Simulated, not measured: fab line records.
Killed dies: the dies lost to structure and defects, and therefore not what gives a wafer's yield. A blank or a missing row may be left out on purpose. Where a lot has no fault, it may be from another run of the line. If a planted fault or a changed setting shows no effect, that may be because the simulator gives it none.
A lot that was struck, set against a sound lot + flow n5Finfet + 18 out of 1938 route steps
Sound: the wafers L214.1, L214.2, L214.5. Wafers struck: L217.2, L217.5, L217.6. Last of all comes the cause.
For every step that has rows: the tool of each side, followed by ch and its chambers, followed by its first start. Under that, the readings that differ: sound wafers + struck wafers + difference of the means + sigmas: that difference in standard deviations of wafers without a fault.
alike: readings whose means differ by less than 2 such deviations, and words and numbers that are the same on both sides. not compared: withheld readings, readings that some wafer has no value for, bounds like >300 that may hide the same value, and numbers for which the record gives no deviation and whose values overlap.
A row with sigmas, a row that says differs or no value, or rows on one side alone: a step with any of these is where the two part. Non-overlapping numbers with no deviation appear without sigmas and do not part them. Lack of a reading on every wafer of one side parts them only where that side has two or more wafers.

first, 3 steps without rows for these wafers: N5_BEOL_M0_SAQP_STRIP_86 (strips in N2/H2); N5_BEOL_M0_SAQP_STRIP_115 (strips in post etch residue remover, time 60 s); N5_BEOL_M0_SAQP_SRD_93 (time 30 s).
N5_BEOL_M0_SAQP_RECESS_114: chemistry HF/NH3, target SiO2, target depth 14.4 nm, afs cycles 3, sublimation time 60 s.
  sound on vaporEtch-01 ch 0,1, day 8 14:35; struck on vaporEtch-02 ch 0,1, day 9 07:19
  alike: drypumpMotorCurrentA, forelinePTorr
then, 2 steps without rows for these wafers: N5_BEOL_M0_SAQP_SPACER1_ALD_98 (deposits SiO2, target thk 12.8 nm, pulse time 1 s, purge time 2 s); N5_BEOL_M0_SAQP_SPACER1_ETCHBACK_99 (etches SiO2 in CHF3/O2, target depth 15.4 nm, time 7.7 s).
N5_BEOL_M0_SAQP_MANDREL1_REMOVE_100: chemistry HBr/Cl2/O2, target a-Si, stops on SiNx, bt time 10 s.
  sound on rieSi-03 ch 2,3, day 8 15:32; struck on rieSi-06 ch 0,1, day 9 08:59
  alike: HBr_flow_sccm, drypumpMotorCurrentA, oesProductAu, throttleValvePct
  not compared: rfHoursCounterH
N5_BEOL_M0_SAQP_CD_MEAS_25: the cd target is 13.1 nm.
  sound on cdSem-02 ch 0, day 8 15:38; struck on cdSem-01 ch 0, day 9 09:05
  alike: cdNm
then, 1 step without rows for these wafers: N5_BEOL_M0_SAQP_ETCH_101 (etches SiNx in CH3F/O2, target depth 29.9 nm, time 42.7 s).
N5_BEOL_M0_SAQP_ETCH_102: etches SiO2 in CF4, target depth 4 nm, time 4.4 s.
  sound on rieSi-06 ch 0,1,3, day 8 15:47; struck on rieSi-02 ch 0,1,2, day 9 09:20
  alike: drypumpMotorCurrentA, oesProductAu, throttleValvePct
  not compared: rfHoursCounterH
then, 2 steps without rows for these wafers: N5_BEOL_M0_SAQP_MANDREL_ETCH_103 (etches a-Si in HBr/Cl2, stops on SiCN, target depth 45 nm, bt time 10 s, time 27 s); N5_BEOL_M0_SAQP_RECESS_104 (chemistry HF/NH3, target SiO2, target depth 18 nm, afs cycles 3, sublimation time 60 s).
N5_BEOL_M0_SAQP_COAT_105: time 60 s, resist thk 100 nm.
  sound on lithoTrack-02 ch 0, day 8 16:17; struck on lithoTrack-02 ch 0, day 9 09:50
| reading                                       | sound                | struck               | difference | sigmas |
|-----------------------------------------------|----------------------|----------------------|------------|--------|
| spinSpeedRpm (rpm)                            | 1500.5 1499.3 1501.4 | 1393.0 1392.9 1393.1 | -107.4     | -98    |
| model.SOC_of_BEOL_M0_SAQP_COAT_105.thkNm (nm) | 100.2 100.2 100      | 104.2 103.6 103.6    | +3.7       |        |
N5_BEOL_M0_SAQP_ETCH_106: etches SOC in N2/H2, stops on SiNx, target depth 150 nm.
  sound on rieDiel-03 ch 1,2, day 8 16:20; struck on rieDiel-03 ch 1,2, day 9 09:56
  alike: drypumpMotorCurrentA, oesProductAu, rfVppV, showerheadPlenumPTorr, throttleValvePct
  not compared: rfHoursCounterH
N5_BEOL_M0_SAQP_ETCH_107: etches SiNx in CH3F/O2, target depth 30 nm.
  sound on rieDiel-03 ch 1,2, day 8 16:24; struck on rieDiel-03 ch 1,2, day 9 09:59
| reading                                       | sound          | struck       | difference | sigmas |
|-----------------------------------------------|----------------|--------------|------------|--------|
| model.SOC_of_BEOL_M0_SAQP_COAT_105.thkNm (nm) | 13.2 12.6 12.8 | 17 17.8 17.2 | +4         |        |
  alike: drypumpMotorCurrentA, oesProductAu, rfVppV, showerheadPlenumPTorr, throttleValvePct
  not compared: rfHoursCounterH
N5_BEOL_M0_SAQP_STRIP_108: strips in N2/H2.
  sound on rieDiel-03 ch 1,2, day 8 16:26; struck on rieDiel-03 ch 1,2, day 9 10:02
  alike: drypumpMotorCurrentA, oesProductAu, rfVppV, showerheadPlenumPTorr, throttleValvePct
  not compared: rfHoursCounterH
N5_BEOL_M4_RC_MEAS_101:
  sound on prober-02 ch 0, day 11 00:19; struck on prober-02 ch 0, day 11 08:40
  alike: DIBL_N, DIBL_P, IOFF_N, IOFF_P, ION_N, ION_P, SS_N, SS_P, VT_N, VT_P
N5_PASSIVATION_PROBE_49:
  the record holds rows for the sound wafers here (prober-02, day 15 20:30) but none for the struck ones

== WHERE THEY PART ==
At N5_BEOL_M0_SAQP_COAT_105 first; at N5_PASSIVATION_PROBE_49 last (within this record only).

WHY: what the simulator had put in
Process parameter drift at N5_BEOL_M0_SAQP_COAT_105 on lithoTrack-02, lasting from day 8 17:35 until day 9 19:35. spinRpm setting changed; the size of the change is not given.
